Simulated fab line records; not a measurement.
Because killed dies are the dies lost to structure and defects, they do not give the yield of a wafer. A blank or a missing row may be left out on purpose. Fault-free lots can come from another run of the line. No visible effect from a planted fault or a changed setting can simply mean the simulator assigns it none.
Which tool was responsible? ; flow n5Finfet ; 10 lots, 29 wafers sampled, at 2 steps of a route of 1938

WHAT EACH GAUGE READ, for each wafer
N5_BEOL_M3_RS_MEAS_58: measurement is done with a four-point probe.
lot;measured;on;M3_RS (ohm/sq)
L279;day 8 03:12;filmMetro-02;0.71 0.72 0.68
L283;day 8 17:40;filmMetro-01;0.68 0.73 0.69
L286;day 9 16:14;filmMetro-02;0.70 0.69 0.67
L289;day 10 15:04;filmMetro-01;0.69 0.69
L291;day 11 04:19;filmMetro-02;0.66 0.71 0.66
L290;day 11 08:22;filmMetro-02;0.67 0.73 0.65
L295;day 11 19:16;filmMetro-02;0.73 0.68 0.70
L298;day 13 05:24;filmMetro-02;0.68 0.72 0.65
L300;day 13 07:49;filmMetro-01;0.73 0.68 0.70
L299;day 13 09:32;filmMetro-02;0.74 0.71 0.68

EACH LOT AND THE TOOL THAT RAN IT (in order: tool; ch and the chambers of the sampled wafers; start)
lot;N5_BEOL_M3_SPUTTER_96
L279;pvdSputter-02, day 8 02:08
L283;pvdSputter-02, day 8 16:37
L286;pvdSputter-01, day 9 15:02
L289;pvdSputter-01, day 10 13:41
L291;pvdSputter-01, day 11 03:02
L290;pvdSputter-03, day 11 07:19
L295;pvdSputter-01, day 11 18:11
L298;pvdSputter-02, day 13 03:58
L300;pvdSputter-03, day 13 06:46
L299;pvdSputter-01, day 13 08:22
- N5_BEOL_M3_SPUTTER_96: material Cu, target thk 4.5 nm, time 8.29 s.

THE ANSWER, worked out from the rows above alone
Rule: the usual values come from the lots themselves. The widest of any qualifying gaps counts: lots, ordered by their means at a reading, are off when they make up no more than a third of the lots, leave a main group of 4 or more, and stand apart from it by 3 or more times the standard deviation of that group's means. The tables above print the reading to a certain number of digits; a main group whose means all agree to those digits is not used. A lot without any number at a reading at which 4 lots or more have one is off too. Where the step has rows for the other lots, those lots are counted as sound.
No lot is off on any of the readings shown, so nothing can be concluded from this.

WHAT HAD BEEN PUT IN BY THE SIMULATOR
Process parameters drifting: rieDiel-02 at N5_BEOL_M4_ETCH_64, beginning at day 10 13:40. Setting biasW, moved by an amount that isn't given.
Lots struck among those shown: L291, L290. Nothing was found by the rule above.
